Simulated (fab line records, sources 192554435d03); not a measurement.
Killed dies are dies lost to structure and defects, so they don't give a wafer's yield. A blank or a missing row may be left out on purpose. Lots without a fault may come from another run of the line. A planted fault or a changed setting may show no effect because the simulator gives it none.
Split-lot experiment | flow n5_finfet | 7 lots, 21 wafers read, on a route of 1938 steps

THE SPLIT
At N5_BEOL_M10_TRENCH_ETCH_37 (etches SiCOH lowk in C4F6/O2, target depth 148.83 nm, time 48 s), the setting bias_w was moved away from the recipe's 185 W on 7 of the 21 wafers read, by -9.2% to +9.5%. The other wafers ran this setting at the recipe's value.

The reading is taken at the split's own step.

THE READING
rf_vpp_V, in V, at N5_BEOL_M10_TRENCH_ETCH_37 (etches SiCOH lowk in C4F6/O2, target depth 148.83 nm, time 48 s). Fault-free wafers of this fab line usually give 665 V, standard deviation 18 V.

wafer  | tool, chamber at the split | bias_w as run, W | against the recipe | rf_vpp_V, V | against lot-mates on the recipe
L074.3 | rie_diel-04, 1             | 185              | recipe             | 675         | -
L074.5 | rie_diel-04, 1             | 185              | recipe             | 674         | -
L074.6 | rie_diel-04, 0             | 169.3            | -8.5%              | 629         | -46
L077.1 | rie_diel-03, 0             | 185              | recipe             | 641         | -
L077.2 | rie_diel-03, 1             | 202.5            | +9.5%              | 749         | +108
L077.3 | rie_diel-03, 3             | 202.5            | +9.5%              | 724         | +83
L078.1 | rie_diel-04, 2             | 185              | recipe             | 656         | -
L078.4 | rie_diel-04, 1             | 171.2            | -7.5%              | 634         | -22
L078.5 | rie_diel-04, 2             | 171.2            | -7.5%              | 617         | -39
L082.1 | rie_diel-04, 2             | 185              | recipe             | 658         | -
L082.2 | rie_diel-04, 3             | 185              | recipe             | 681         | -
L082.6 | rie_diel-04, 2             | 185              | recipe             | 658         | -
L084.2 | rie_diel-04, 0             | 185              | recipe             | 676         | -
L084.4 | rie_diel-04, 0             | 185              | recipe             | 677         | -
L084.5 | rie_diel-04, 3             | 185              | recipe             | 680         | -
L093.1 | rie_diel-04, 2             | 185              | recipe             | 656         | -
L093.4 | rie_diel-04, 0             | 167.9            | -9.2%              | 625         | -31
L093.6 | rie_diel-04, 3             | 167.9            | -9.2%              | 630         | -26
L094.2 | rie_diel-05, 0             | 185              | recipe             | 646         | -
L094.4 | rie_diel-05, 2             | 185              | recipe             | 654         | -
L094.5 | rie_diel-05, 0             | 185              | recipe             | 646         | -

THE FIT
A straight line over all 21 wafers: rf_vpp_V changes by +5.62 V for each +1% of bias_w; r = +0.89; the points scatter about the line by 15 V.
The same after taking each lot's own level away (the mean of its wafers on the recipe; 21 wafers): +6.31 V for each +1%; r = +0.91; scatter 15 V.
On that fit, the largest move of bias_w shifts the reading by 60 V.
The lots' own levels span 641.0 to 677.7 V, that is 2.0 times the standard deviation above.
So the lot-to-lot level changes the slope: the two fits differ.
Check: with one of the wafers moved furthest among these (+9.5%) left out of the fit, the line predicts +53.3 V for it against its lot-mates. It came out at +108 V against them.
Tool readings at the split's step, against how far the setting was moved: rf_vpp_V r = +0.89.

OTHER SPLITS ON THESE WAFERS
These wafers also went through other splits before the reading. Each is held against what the fit with the lots' levels taken away leaves over:
other split on the same wafers     | wafers away from the commonest value | r with rf_vpp_V (lot level and that fit taken away)
N5_BEOL_M7_DESCUM_33 time_s        | 6                                    | +0.12
N5_BEOL_M7_TRENCH_ETCH_37 source_w | 5                                    | +0.02
N5_BEOL_M9_TRENCH_ETCH_37 bias_w   | 9                                    | -0.22

THE FILE'S OWN FIT
rf_vpp_V changes by +5.84 V for each +1% of bias_w, r = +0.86.
